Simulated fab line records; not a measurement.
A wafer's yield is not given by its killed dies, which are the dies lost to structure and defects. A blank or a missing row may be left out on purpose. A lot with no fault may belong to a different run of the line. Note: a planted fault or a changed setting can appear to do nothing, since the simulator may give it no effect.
fab line records    flow nandHarc
record: lots: 7  wafers: 21  lastDay: 33
route steps=1302 shown P_STI@86 P_GATE@110 END@1302
lots untouched by any fault: they come from a run of this same line in which no faults occurred
startH: hours from the record's first day to the start of the lot's first wafer shown    waitH: hours from the lot's prior step to this one    " identical to the entry in the row above    L1.1+2: a row that stands for several wafers    - value missing, or start not given    * or withheld: withheld    < > ~ a bound
route shown NAME@n: a module of which the file shows steps, and the number in the route of the first    usual: the fault-free wafers' mean and standard deviation    same: alike in all rows    chamber/n: place in a boat    sites: readings site by site    _std_site: the standard deviation of these    _edge_site: the outer-site mean with the inner-site mean subtracted    radiusMm: how far each site lies from the wafer's centre    mask NAME#n: copy n    behind: the tool/chamber that last shaped the wafer    hold: cause of the lot's hold/its duration in hours/its outcome    device: the n, p or np transistor that did not switch    end of line: at the end of the route, the tests of the same wafers    for a step that has no rows: nothing shown but its recipe    killed: not the wafer's yield, but the dies lost to structure and defects at the first sort    map: a wafer's dies, x killed, . not, _ none there
set.NAME: the setting that was run; set.NAME@STEP: the one run at that earlier step    model.NAME: the simulator's own value behind a step, which no gauge read
certain route steps with their lots: each step a table, each wafer a row
services: the hour from which a tool's chamber was out of use, counted from the record's first day as startH (under 0 if before that day), plus the number of hours and why
== steps ==
step: NHARC_P_STI_HARDBAKE_13
recipe: tempC: 118  timeS: 65
step: NHARC_P_STI_DESCUM_14
recipe: timeS: 3  o2FlowSccm: 200  arFlowSccm: 0  biasPowerW: 0  chemistry: O2
usual: drypumpMotorCurrentA: 6.0/0.53  oesProductAu: 0.999/0.0063  rfVppV: 57.8/0.94  showerheadPlenumPTorr: 1.90/0.069  throttleValvePct: 11.311/0.0091
same: biasPowerW: 0
lot.wafer  tool        chamber  startH  waitH  drypumpMotorCurrentA  oesProductAu  rfHoursCounterH  rfVppV  showerheadPlenumPTorr  throttleValvePct
L534.4     rieDiel-10  3        58.04   -      6.5                   0.999         8                58.8    1.95                   11.325
L534.2     "           0        "       "      6.3                   0.997         9                58.7    1.93                   11.321
L534.6     "           1        "       "      6.5                   0.999         -                57.3    1.82                   11.292
L535.2     rieDiel-03  0        67.32   -      5.7                   0.996         12               58.1    2.04                   11.306
L535.3     "           2        "       "      5.8                   0.999         11               57.9    1.96                   11.308
L535.6     "           0        "       "      5.7                   1.001         -                60.5    2.04                   11.323
L541.4     rieDiel-13  0        123.08  -      6.4                   0.996         6                56.4    1.85                   11.320
L541.6     "           3        "       "      5.6                   0.993         -                58.8    1.81                   11.323
L541.5     "           0        "       "      6.5                   1.001         -                57.5    1.85                   11.308
L542.3     rieDiel-10  0        136.22  -      6.3                   1.003         4                56.9    1.93                   11.323
L542.4     "           2        "       "      6.0                   1.010         4                57.7    1.98                   11.305
L542.5     "           0        "       "      6.3                   0.990         -                59.0    1.93                   11.307
L543.4     rieDiel-10  1        146.59  -      6.5                   0.993         4                57.7    1.82                   11.319
L543.1     "           3        "       "      6.6                   1.002         4                58.2    1.95                   11.320
L543.5     "           1        "       "      6.5                   0.989         -                56.7    1.82                   11.300
L551.1     rieDiel-10  0        226.77  -      6.3                   1.002         10               57.9    1.93                   11.316
L551.5     "           2        "       "      5.9                   1.004         -                59.4    1.97                   11.327
L551.6     "           3        "       "      6.6                   1.004         -                56.3    1.95                   11.311
L553.4     rieDiel-13  3        250.53  -      5.6                   0.997         4                57.1    1.81                   11.312
L553.2     "           2        "       "      5.4                   1.004         4                57.5    1.94                   11.318
L553.5     "           0        "       "      6.4                   0.997         -                58.1    1.85                   11.304
step: NHARC_P_STI_ETCH_42
recipe: targetDepthA: 800  overetchA: 240  timeS: 61  ionEnergyEv: 200  n2FlowSccm: 150  h2FlowSccm: 150  arFlowSccm: 0  rfW: 400  biasW: 150  chemistry: N2/H2
usual: drypumpMotorCurrentA: 6.0/0.52  oesProductAu: 1.001/0.0074  rfVppV: 430.0/2.1  showerheadPlenumPTorr: 2.03/0.076  throttleValvePct: 14.171/0.009
lot.wafer  tool        chamber  startH  waitH  drypumpMotorCurrentA  oesProductAu  rfHoursCounterH  rfVppV  showerheadPlenumPTorr  throttleValvePct
L534.4     rieDiel-10  3        58.11   0.1    6.6                   1.000         8                430.5   2.08                   14.163
L534.2     "           1        "       "      6.5                   1.003         8                427.6   1.94                   14.161
L534.6     "           3        "       "      6.6                   0.998         -                430.4   2.08                   14.169
L535.3     rieDiel-03  3        67.43   0.1    4.9                   0.988         10               428.0   1.96                   14.163
L535.2     "           0        "       "      5.7                   1.000         12               434.2   2.18                   14.172
L535.6     "           3        "       "      4.8                   1.007         -                428.0   1.96                   14.175
L541.4     rieDiel-13  2        123.17  0.1    5.4                   1.015         6                431.0   2.07                   14.175
L541.5     "           0        "       "      6.5                   1.013         -                428.6   1.97                   14.179
L541.6     "           1        "       "      5.0                   1.022         -                427.4   1.94                   14.183
L542.4     rieDiel-10  2        136.31  0.1    6.0                   1.008         4                431.4   2.11                   14.191
L542.3     "           0        "       "      6.3                   1.005         4                431.1   2.06                   14.158
L542.5     "           1        "       "      6.5                   0.998         -                427.2   1.94                   14.179
L543.4     rieDiel-10  3        146.67  0.1    6.6                   1.001         4                430.9   2.08                   14.158
L543.1     "           2        "       "      6.0                   0.989         4                431.6   2.11                   14.189
L543.5     "           3        "       "      6.5                   0.999         -                431.4   2.08                   14.160
L551.1     rieDiel-10  2        226.86  0.1    6.0                   1.000         9                432.0   2.11                   14.171
L551.5     "           3        "       "      6.6                   1.011         -                430.2   2.07                   14.169
L551.6     "           0        "       "      6.3                   1.012         -                430.4   2.06                   14.169
L553.2     rieDiel-13  2        250.63  0.1    5.4                   1.003         4                430.4   2.07                   14.173
L553.4     "           3        "       "      5.6                   0.989         4                427.1   1.92                   14.166
L553.5     "           1        "       "      5.0                   1.005         -                427.7   1.94                   14.173
step: NHARC_P_STI_ETCH_31
recipe: targetDepthA: 1089  timeS: 54.5  cf4FlowSccm: 100  chf3FlowSccm: 30  arFlowSccm: 0  rfW: 500  biasW: 200  chemistry: CF4/CHF3
usual: drypumpMotorCurrentA: 6.0/0.52  oesProductAu: 0.964/0.013  rfVppV: 370.4/1.8  showerheadPlenumPTorr: 1.57/0.053  throttleValvePct: 16.802/0.0084
lot.wafer  tool        chamber  startH  waitH  drypumpMotorCurrentA  oesProductAu  rfHoursCounterH  rfVppV  showerheadPlenumPTorr  throttleValvePct
L534.4     rieDiel-10  1        -       -      6.5                   0.959         8                368.4   1.50                   16.811
L534.2     "           2        "       "      6.0                   0.965         7                373.0   1.62                   16.792
L534.6     "           1        "       "      6.5                   0.966         -                369.1   1.50                   16.807
L535.3     rieDiel-03  2        -       -      5.9                   0.946         11               370.6   1.61                   16.816
L535.2     "           3        "       "      4.8                   0.941         10               368.0   1.52                   16.816
L535.6     "           0        "       "      5.7                   0.942         -                373.7   1.67                   16.801
L541.4     rieDiel-13  3        -       -      5.6                   0.930         7                367.6   1.49                   16.799
L541.6     "           2        "       "      5.4                   0.944         -                372.2   1.60                   16.809
L541.5     "           3        "       "      5.6                   0.950         -                368.0   1.49                   16.790
L542.3     rieDiel-10  0        -       -      6.4                   0.959         4                371.5   1.59                   16.811
L542.4     "           1        "       "      6.5                   0.949         4                368.1   1.50                   16.799
L542.5     "           3        "       "      6.6                   0.980         -                370.9   1.60                   16.809
L543.1     rieDiel-10  1        -       -      6.5                   0.948         4                368.6   1.50                   16.793
L543.4     "           2        "       "      6.0                   0.974         4                371.8   1.62                   16.814
L543.5     "           1        "       "      6.5                   0.952         -                368.3   1.50                   16.792
L551.1     rieDiel-10  0        -       -      6.3                   0.969         10               370.9   1.58                   16.811
L551.6     "           1        "       "      6.5                   0.962         -                368.3   1.50                   16.809
L551.5     "           2        "       "      5.9                   0.958         -                373.3   1.62                   16.796
L553.4     rieDiel-13  1        -       -      5.0                   0.984         4                367.9   1.50                   16.802
L553.2     "           0        "       "      6.4                   0.958         3                368.8   1.52                   16.809
L553.5     "           1        "       "      4.9                   0.983         -                368.2   1.50                   16.808
step: NHARC_P_STI_ETCH_15
recipe: targetDepthA: 3000  taperDeg: 4  timeS: 100.1  hbrFlowSccm: 150  cl2FlowSccm: 50  rfW: 400  icpW: 400  biasW: 100  chemistry: HBr/Cl2
usual: drypumpMotorCurrentA: 5.6/0.5  oesProductAu: 0.999/0.0075  throttleValvePct: 26.406/0.01
lot.wafer  tool      chamber  startH  waitH  drypumpMotorCurrentA  oesProductAu  rfHoursCounterH  throttleValvePct
L534.4     rieSi-05  2        58.30   -      5.5                   1.010         0.6              26.411
L534.2     "         3        "       "      5.4                   1.006         0.6              26.403
L534.6     "         2        "       "      5.5                   0.992         -                26.416
L535.3     rieSi-04  3        67.63   -      5.0                   0.985         0.2              26.403
L535.2     "         2        "       "      5.9                   0.995         0.5              26.404
L535.6     "         0        "       "      5.9                   0.983         -                26.411
L541.4     rieSi-03  2        123.47  -      6.2                   1.011         0.4              26.385
L541.6     "         3        "       "      6.1                   0.998         -                26.398
L541.5     "         0        "       "      5.6                   1.000         -                26.409
L542.4     rieSi-04  2        136.51  -      5.8                   1.017         1.0              26.401
L542.3     "         0        "       "      5.9                   1.005         0.9              26.429
L542.5     "         1        "       "      4.8                   1.013         -                26.417
L543.1     rieSi-04  2        146.88  -      5.8                   1.000         1.1              26.432
L543.4     "         0        "       "      5.9                   0.996         1.0              26.407
L543.5     "         2        "       "      5.9                   1.000         -                26.392
L551.1     rieSi-04  2        227.08  -      5.8                   0.996         0.5              26.407
L551.5     "         3        "       "      5.0                   1.015         -                26.404
L551.6     "         0        "       "      5.9                   0.990         -                26.414
L553.2     rieSi-03  2        250.83  -      6.1                   1.007         0.1              26.410
L553.4     "         2        "       "      6.1                   1.008         -                26.413
L553.5     "         0        "       "      5.6                   0.996         -                26.422
step: NHARC_P_STI_CD_MEAS_16
usual: cdNm: 199.3/1.7
lot.wafer  tool      chamber  startH  waitH  cdNm
L534.2     cdSem-02  -        58.46   -      196.4
L534.4     "         -        "       "      196.5
L534.6     "         -        "       "      199.2
L535.2     cdSem-02  -        67.80   -      198.6
L535.3     "         -        "       "      198.0
L535.6     "         -        "       "      198.0
L541.4     cdSem-02  -        123.60  -      200.6
L541.5     "         -        "       "      200.8
L541.6     "         -        "       "      198.5
L542.3     cdSem-03  -        136.66  -      197.9
L542.4     "         -        "       "      198.5
L542.5     "         -        "       "      199.7
L543.1     cdSem-03  -        147.02  -      199.6
L543.4     "         -        "       "      196.8
L543.5     "         -        "       "      198.2
L551.1     cdSem-01  -        227.20  -      200.9
L551.5     "         -        "       "      199.3
L551.6     "         -        "       "      200.1
L553.2     cdSem-01  -        251.00  -      198.7
L553.4     "         -        "       "      196.1
L553.5     "         -        "       "      198.0
step: NHARC_P_STI_OCD_MEAS_17
usual: trenchDepthNm: 300.7/2.9  trenchFootCdNm: 157.6/1.9
lot.wafer  tool    chamber  startH  waitH  trenchDepthNm  trenchFootCdNm
L534.2     ocd-01  -        58.55   0.1    303.3          153.8
L534.4     "       -        "       "      303.3          153.3
L534.6     "       -        "       "      301.3          157.0
L535.2     ocd-02  -        67.89   0.1    300.4          157.1
L535.3     "       -        "       "      296.2          157.5
L535.6     "       -        "       "      297.6          156.4
L541.4     ocd-02  -        123.68  0.1    303.2          158.7
L541.5     "       -        "       "      298.3          160.4
L541.6     "       -        "       "      300.6          157.3
L542.3     ocd-01  -        136.75  0.1    301.9          156.5
L542.4     "       -        "       "      305.6          155.4
L542.5     "       -        "       "      306.9          156.1
L543.1     ocd-01  -        147.11  0.1    301.9          157.6
L543.4     "       -        "       "      297.2          155.8
L543.5     "       -        "       "      301.1          156.6
L551.1     ocd-02  -        227.29  0.1    297.8          159.4
L551.5     "       -        "       "      301.3          158.4
L551.6     "       -        "       "      298.3          159.1
L553.2     ocd-01  -        251.09  0.1    306.0          155.6
L553.4     "       -        "       "      305.3          153.0
L553.5     "       -        "       "      299.3          157.4
step: NHARC_P_STI_STRIP_19
recipe: timeS: 900  tempC: 130  chemistry: SPM
step: NHARC_P_STI_PRECLEAN_32
recipe: timeS: *  tempC: 50  bathAgeMin: 0  chemistry: SC1
step: NHARC_P_STI_SRD_23
step: NHARC_P_STI_OCD_MEAS_43
usual: trenchDepthNm: 300.7/2.9  trenchFootCdNm: 157.6/1.9
lot.wafer  tool    chamber  startH  waitH  trenchDepthNm  trenchFootCdNm
L534.2     ocd-02  -        59.05   -      304.0          153.8
L534.4     "       -        "       "      303.2          154.0
L534.6     "       -        "       "      301.2          156.5
L535.2     ocd-01  -        68.39   -      300.5          157.2
L535.3     "       -        "       "      296.2          156.9
L535.6     "       -        "       "      297.2          156.7
L541.4     ocd-01  -        124.19  -      303.7          158.7
L541.5     "       -        "       "      297.4          159.9
L541.6     "       -        "       "      300.6          157.8
L542.3     ocd-02  -        137.25  -      301.6          156.1
L542.4     "       -        "       "      305.8          156.1
L542.5     "       -        "       "      307.5          156.4
L543.1     ocd-02  -        147.62  -      301.5          156.8
L543.4     "       -        "       "      297.2          156.0
L543.5     "       -        "       "      301.5          155.7
L551.1     ocd-01  -        227.80  -      297.6          158.8
L551.5     "       -        "       "      300.8          158.5
L551.6     "       -        "       "      298.3          159.2
L553.2     ocd-01  -        251.59  -      305.7          155.6
L553.4     "       -        "       "      304.9          153.1
L553.5     "       -        "       "      298.9          157.0
step: NHARC_P_STI_OXIDE_33
recipe: targetThkA: 100  tempC: 1000  oxTimeS: 281  material: SiO2
step: NHARC_P_STI_HDPCVD_20
recipe: targetThkA: withheld  sigmaOpenFrac: withheld  material: SiO2
lot.wafer   tool       chamber  startH  waitH
L534.2+4+6  hdpcvd-01  0,1,1    67.45   0.4
L535.2+3+6  hdpcvd-01  0,1,0    77.29   0.5
L541.4+5+6  hdpcvd-01  1,0,1    137.88  0.6
L542.4+3+5  hdpcvd-01  1,0,0    148.08  0.5
L543.1+4+5  hdpcvd-01  0,1,0    155.46  0.4
L551.1+6+5  hdpcvd-01  1,1,0    241.48  0.4
L553.2+4+5  hdpcvd-01  1        262.15  0.4
step: NHARC_P_STI_ANNEAL_34
recipe: tempC: 1000  timeS: 1800
step: NHARC_P_STI_CMP_21
recipe: tOverpolishS: 20  targetThkNm: 380.67
step: NHARC_P_STI_SRD_35
step: NHARC_P_STI_ETCH_36
recipe: targetDepthA: 388  chemistry: dHF  material: SiO2
step: NHARC_P_STI_STRIP_24
recipe: tempC: 160  chemistry: H3PO4  material: Si3N4
step: NHARC_P_STI_ETCH_37
recipe: targetDepthA: 110  chemistry: dHF  material: SiO2
step: NHARC_P_STI_PRECLEAN_38
recipe: timeS: *  tempC: 50  bathAgeMin: 0  chemistry: SC1
step: NHARC_P_STI_SRD_39
step: NHARC_P_STI_OXIDE_40
recipe: targetThkA: 100  tempC: 900  oxTimeS: 1362  material: SiO2
step: NHARC_P_GATE_ETCH_69
recipe: targetDepthA: 140  chemistry: dHF  material: SiO2
step: NHARC_P_GATE_PRECLEAN_70
recipe: timeS: *  tempC: 50  bathAgeMin: 0  chemistry: SC1
step: NHARC_P_GATE_SRD_01
step: NHARC_P_GATE_OXIDE_02
recipe: targetThkA: 375  tempC: 950  pH2oTorr: 720  oxTimeS: 365  material: SiO2
step: NHARC_P_GATE_DEHYDRATE_03
recipe: tempC: 150  timeS: 120
step: NHARC_P_GATE_HMDS_04
recipe: timeS: 30
step: NHARC_P_GATE_COAT_05
recipe: spinRpm: 4690
step: NHARC_P_GATE_SOFTBAKE_06
recipe: tempC: 122  timeS: 95
step: NHARC_P_GATE_EBR_07
step: NHARC_P_GATE_EXPOSE_08
recipe: na: 0.6  doseMj: 16.75  maskId: P_HV
step: NHARC_P_GATE_PEB_09
recipe: pebTempC: 118  pebTimeS: 85
step: NHARC_P_GATE_DEVELOP_10
recipe: timeS: 70
step: NHARC_P_GATE_CD_MEAS_11
recipe: targetCdNm: 1640  landingEnergyEv: 500
usual: cdNm: 1639.6/1.3
lot.wafer  tool      chamber  startH  waitH  cdNm
L534.2     cdSem-01  0        92.26   -      1637.2
L534.4     "         0        "       "      1640.5
L534.6     "         0        "       "      1638.8
L535.2     cdSem-01  0        106.11  -      1639.3
L535.3     "         0        "       "      1640.7
L535.6     "         0        "       "      1639.0
L541.4     cdSem-01  0        170.04  -      1639.0
L541.5     "         0        "       "      1640.7
L541.6     "         0        "       "      1638.0
L542.3     cdSem-03  0        174.03  -      1639.5
L542.4     "         0        "       "      1641.3
L542.5     "         0        "       "      1639.9
L543.1     cdSem-01  0        182.46  -      1638.4
L543.4     "         0        "       "      1639.4
L543.5     "         0        "       "      1639.2
L551.1     cdSem-02  0        267.59  -      1641.7
L551.5     "         0        "       "      1643.1
L551.6     "         0        "       "      1642.0
L553.2     cdSem-03  0        287.15  -      1639.8
L553.4     "         0        "       "      1637.7
L553.5     "         0        "       "      1638.5
step: NHARC_P_GATE_HARDBAKE_12
recipe: tempC: 125  timeS: 80
step: NHARC_P_GATE_DESCUM_13
recipe: timeS: 3  o2FlowSccm: 200  arFlowSccm: 0  biasPowerW: 0  chemistry: O2
usual: drypumpMotorCurrentA: 5.6/0.49  oesProductAu: 0.996/0.0071  rfVppV: 57.8/0.83  showerheadPlenumPTorr: 1.91/0.093  throttleValvePct: 11.311/0.0091
same: biasPowerW: 0
lot.wafer  tool        chamber  startH  waitH  drypumpMotorCurrentA  oesProductAu  rfHoursCounterH  rfVppV  showerheadPlenumPTorr  throttleValvePct
L534.2     rieDiel-05  1        92.42   -      5.1                   0.991         2                58.5    2.05                   11.298
L534.4     "           3        "       "      5.1                   0.991         3                57.4    1.83                   11.308
L534.6     "           1        "       "      5.1                   0.993         -                58.1    2.05                   11.309
L535.3     rieDiel-05  1        106.27  -      5.1                   0.994         3                57.9    2.05                   11.311
L535.2     "           2        "       "      5.1                   0.997         4                57.0    1.86                   11.317
L535.6     "           2        "       "      5.1                   0.995         -                58.1    1.86                   11.311
L541.4     rieDiel-06  0        170.23  -      6.1                   0.989         3                57.9    1.93                   11.304
L541.5     "           1        "       "      5.8                   0.984         -                59.5    1.93                   11.312
L541.6     "           2        "       "      6.4                   0.981         -                56.6    1.79                   11.302
L542.3     rieDiel-12  2        174.19  -      5.8                   0.996         5                57.8    1.80                   11.300
L542.5     "           2        "       "      5.8                   1.003         -                58.7    1.80                   11.301
L542.4     "           3        "       "      6.2                   1.000         -                57.8    1.88                   11.301
L543.4     rieDiel-06  3        182.62  -      4.9                   1.000         3                57.3    2.06                   11.308
L543.1     "           2        "       "      6.4                   0.988         3                56.8    1.79                   11.311
L543.5     "           3        "       "      4.9                   0.988         -                59.0    2.06                   11.303
L551.1     rieDiel-05  1        267.78  -      5.1                   1.001         1                58.1    2.05                   11.315
L551.5     "           3        "       "      5.1                   0.996         -                57.6    1.83                   11.322
L551.6     "           0        "       "      5.5                   1.011         -                58.3    2.04                   11.312
L553.4     rieDiel-06  2        287.32  -      6.4                   0.991         7                57.9    1.79                   11.310
L553.2     "           3        "       "      4.9                   0.993         8                57.6    2.06                   11.314
L553.5     "           2        "       "      6.4                   0.983         -                57.6    1.79                   11.317
step: NHARC_P_GATE_ETCH_14
recipe: targetDepthA: 488  chemistry: dHF  material: SiO2
step: NHARC_P_GATE_STRIP_15
recipe: timeS: 780  tempC: 130  chemistry: SPM
step: NHARC_P_GATE_PRECLEAN_71
recipe: timeS: *  tempC: 50  bathAgeMin: 0  chemistry: SC1
step: NHARC_END_SORT_01
recipe: tempC: 25
usual: killedAtArray: 61/23  killedAtOther: 1.3/1.4  killedAtPeriphery: 4.0/2.6  killedDies: 66/22  killedOpen: 3.4/1.8  killedShort: 2.3/1.4
same: grossDies: 677
lot.wafer  tool       chamber  startH  waitH  killedAtArray  killedAtOther  killedAtPeriphery  killedDies  killedOpen  killedShort
L542.3     prober-02  0        642.22  3.1    27             1              26                 54          4           1
L542.5     prober-02  0        643.84  3.7    22             0              26                 48          3           2
L541.5     prober-01  0        643.81  3.7    100            1              16                 117         5           3
L543.1     prober-02  0        667.63  2.5    28             0              17                 45          10          5
L543.5     prober-02  0        670.86  3.7    20             0              18                 38          4           0
killed by level:class
L542.3 P_STI:unspecified=16 A_CHANNEL_HOLE_D2:chamberFilmFlake=15 P_BONDPAD:chamberFilmFlake=5 P_M0:chamberFilmFlake=3 A_CHANNEL_HOLE_D1:chamberFilmFlake=3 P_ZERO_WELL:chamberFilmFlake=2 A_CHANNEL_FILL_D2:geometricParticle:open=1 A_CHANNEL_FILL_D2:geometricParticle:short=1
L541.5 A_CHANNEL_HOLE_D2:chamberFilmFlake=33 A_CHANNEL_HOLE_D1:chamberFilmFlake=31 A_SLIT:chamberFilmFlake=25 P_STI:unspecified=14 A_STAIRCASE:chamberFilmFlake=3 A_BLC:geometricParticle:open=2 P_GATE:geometricParticle:short=1 P_M0:geometricParticle:short=1
L542.5 P_STI:unspecified=16 A_CHANNEL_HOLE_D2:chamberFilmFlake=10 A_CHANNEL_HOLE_D1:chamberFilmFlake=7 P_BONDPAD:chamberFilmFlake=4 P_M0:chamberFilmFlake=3 A_WL_FILL:geometricParticle:open=2 P_ZERO_WELL:chamberFilmFlake=2 P_CONTACT:geometricParticle:short=1
L543.1 P_STI:unspecified=16 A_CONTACT:chamberFilmFlake=6 A_CHANNEL_HOLE_D1:chamberFilmFlake=5 A_CHANNEL_FILL_D2:geometricParticle:open=3 A_ONON_D1:geometricParticle:open=2 A_CHANNEL_FILL_D2:geometricParticle:short=2 A_DECK1_JOINT:chamberFilmFlake=2 P_CONTACT:geometricParticle:open=1
L543.5 P_STI:unspecified=14 A_CHANNEL_HOLE_D1:chamberFilmFlake=8 A_CONTACT:chamberFilmFlake=6 P_ZERO_WELL:chamberFilmFlake=2 A_DECK1_JOINT:geometricParticle:open=1 A_SGD_CUT:geometricParticle:open=1 A_BLC:geometricParticle:open=1 A_M0:geometricParticle:open=1
map L541.4 (x killed, . not)
____________.____________
_________......._________
_______..........._______
______....x........______
_____..............._____
____.....x.x..x......____
____.....xxx.x.......____
___......xxxx.........___
___....x...xxx........___
__......xxxxxxx........__
__.....x.x.xxxx.....x..__
_......x.xx.x.........x._
_........xxx...x.....x.._
_...........x.......x..._
_......................._
_......................._
.........................
...................x...x.
x........................
..xxxx...................
...xxx...................
_xxxxx.................._
_.xx.xx...x............._
_.xxxxxx................_
_.xxxxx................._
_xxxx.x......x.x........_
__..x..........x.......__
__.xx........x.........__
___..........xxx.x....___
___...........x.xx....___
____.........xxxx....____
____.......xxxxxxx...____
_____........x.xx..._____
______.....x.xxx.xx______
_______....xx.xx.._______
_________.....x._________
____________.____________
map L542.3 (x killed, . not)
____________.____________
_________xxxx..._________
_______.xxxx......_______
______....x.x..x...______
_____....x.x.xx....._____
____....xx...x.......____
____x.x..x...x.......____
___..x...x.x..........___
___.....xxxxxx...x....___
__..x.......x..........__
__........x.x..........__
_........x.............._
_..........xx..........._
_.x....................._
_......................._
_......................._
.........................
.......................x.
..................x......
.........................
...................x.....
_......................._
_......................._
_...............x.x.x..._
_................x......_
_.....................x._
__............x..x...x.__
__.....................__
___...........x.......___
___...................___
____.............x...____
____.................____
_____..........x...._____
______.............______
_______..........._______
_________......._________
____________.____________
== services ==
tool        chamber  startH  hours  kind
rieDiel-13  1        49.26   12.6   repair
rieDiel-05  -        52.60   9.0    pm
rieDiel-03  1        54.32   15.9   repair
rieDiel-10  -        65.50   9.0    pm
rieDiel-13  2        78.22   3.1    repair
rieDiel-03  -        104.30  9.0    pm
rieDiel-13  2        129.00  4.2    repair
rieDiel-06  -        130.20  9.0    pm
rieDiel-13  2        137.63  11.9   repair
rieDiel-03  3        161.59  13.2   repair
rieSi-04    -        165.00  9.0    pm
rieDiel-13  -        165.02  9.0    pm
rieDiel-13  0        180.20  3.5    repair
hdpcvd-01   -        185.00  13.0   pm
rieDiel-10  2        185.12  8.0    repair
rieDiel-03  3        197.84  1.9    repair
rieSi-04    3        217.34  7.5    repair
hdpcvd-01   -        227.16  2.2    repair
rieDiel-05  0        228.18  3.8    repair
rieDiel-05  -        229.60  9.0    pm
rieDiel-10  -        242.50  9.0    pm
rieDiel-13  0        242.54  4.3    repair
rieDiel-05  3        275.80  6.0    repair
rieDiel-03  -        281.30  9.0    pm
== key ==
firstSign: step: NHARC_END_SORT_01  reading: killedAtPeriphery  direction: up  sigmas: 6.3  usual: 4.0  struck: 20.6
effect none on later readings
metAt NHARC_P_STI_HDPCVD_20
struckWafers L541.5,L542.3,L542.5,L543.1,L543.5
testerLeftOut L541,L542,L543
onsetBetween 77.29 137.88
fault: kind: chamberParticleSource  tool: hdpcvd-01  chamber: 0  onsetH: 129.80  steps: NHARC_P_STI_HDPCVD_20  ratePerVisitCm2: 0.067207  endH: 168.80
testerLeftOut: of these lots the tester's yield and bins aren't shown, on N5 and GAA mostly nor the transistor test; their killed dies are dies lost to structure and defects alone, not to doping, threshold or leakage, so they don't give the yield
